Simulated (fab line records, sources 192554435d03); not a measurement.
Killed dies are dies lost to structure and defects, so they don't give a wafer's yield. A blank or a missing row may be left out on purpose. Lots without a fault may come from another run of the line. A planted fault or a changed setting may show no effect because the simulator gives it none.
One fault seen from 2 desks | flow n5_finfet | each desk has only its own numbers; what lay behind them comes last

THE TOOL OWNER'S DESK: vapor_etch-01
The tool's own readings at N5_FIN_CUT_PRECLEAN_35 (cleans in vHF, time 13.3 s): means of the sampled wafers that have a number, for each lot that ran on this tool. A lot is out of limits, marked OUT, if its mean lies more than 4 standard deviations from the usual mean; the brackets give that distance.
Columns: A = drypump_motor_current_A at N5_FIN_CUT_PRECLEAN_35, usual 5.7 A
lot  | first seen here | A
L474 | day 2 03:10     | 5.5
L475 | day 2 09:53     | 5.5
L478 | day 3 04:49     | 5.5
L483 | day 4 13:56     | 5.5
L484 | day 4 16:30     | 5.7
L485 | day 5 01:22     | 5.2
L495 | day 7 12:38     | 5.5
This desk's finding: nothing out of limits on any of the 7 lots.

THE METROLOGY DESK
What the gauges read, lot by lot, whatever tool the lot ran on: means of the sampled wafers that have a number. A lot is out of limits, marked OUT, if its mean lies more than 4 standard deviations from the usual mean; the brackets give that distance. Of its 11 readings 7 are shown: those that lie furthest out on some lot.
Columns: A = trench_depth_nm at N5_FIN_SAQP_OCD_MEAS_76, usual 119.9 nm; B = DIBL_N at N5_BEOL_M4_RC_MEAS_101, usual 36.1 mV/V; C = DIBL_P at N5_BEOL_M4_RC_MEAS_101, usual 36.6 mV/V; D = IOFF_P at N5_BEOL_M4_RC_MEAS_101, usual 0.210 nA/um; E = ION_N at N5_BEOL_M4_RC_MEAS_101, usual 677 uA/um; F = SS_P at N5_BEOL_M4_RC_MEAS_101, usual 73.3 mV/dec; G = VT_N at N5_BEOL_M4_RC_MEAS_101, usual 249.1 mV
lot  | first seen here | A     | B    | C    | D     | E   | F    | G
L474 | day 2 02:01     | 119.4 | 36.9 | 36.2 | 0.189 | 677 | 73.6 | 250.3
L475 | day 2 08:50     | 121.7 | 35.4 | 35.2 | 0.191 | 669 | 73.3 | 253.3
L478 | day 3 03:47     | 121.2 | 34.6 | 35.1 | 0.190 | 669 | 72.9 | 250.8
L479 | day 3 09:23     | 119.2 | 35.9 | 36.4 | 0.214 | 674 | 73.2 | 250.5
L483 | day 4 12:35     | 121.4 | 37.1 | 35.9 | 0.180 | 669 | 73.0 | 251.5
L484 | day 4 15:22     | 122.1 | 34.4 | 35.4 | 0.189 | 668 | 72.7 | 250.0
L485 | day 5 00:06     | 119.9 | 33.6 | 33.7 | 0.172 | 663 | 72.3 | 253.5
L489 | day 5 22:50     | 120.0 | 37.0 | 36.7 | 0.207 | 680 | 73.9 | 248.0
L495 | day 7 11:28     | 117.2 | 36.2 | 37.2 | 0.195 | 678 | 73.5 | 249.8
L496 | day 7 17:19     | 120.9 | 35.5 | 34.1 | 0.210 | 665 | 73.2 | 251.0
This desk's finding: nothing out of limits on any of the 10 lots.

PUT TOGETHER
The tool owner's desk saw nothing out of limits.
The metrology desk saw nothing out of limits.

WHAT THE SIMULATOR HAD PUT IN
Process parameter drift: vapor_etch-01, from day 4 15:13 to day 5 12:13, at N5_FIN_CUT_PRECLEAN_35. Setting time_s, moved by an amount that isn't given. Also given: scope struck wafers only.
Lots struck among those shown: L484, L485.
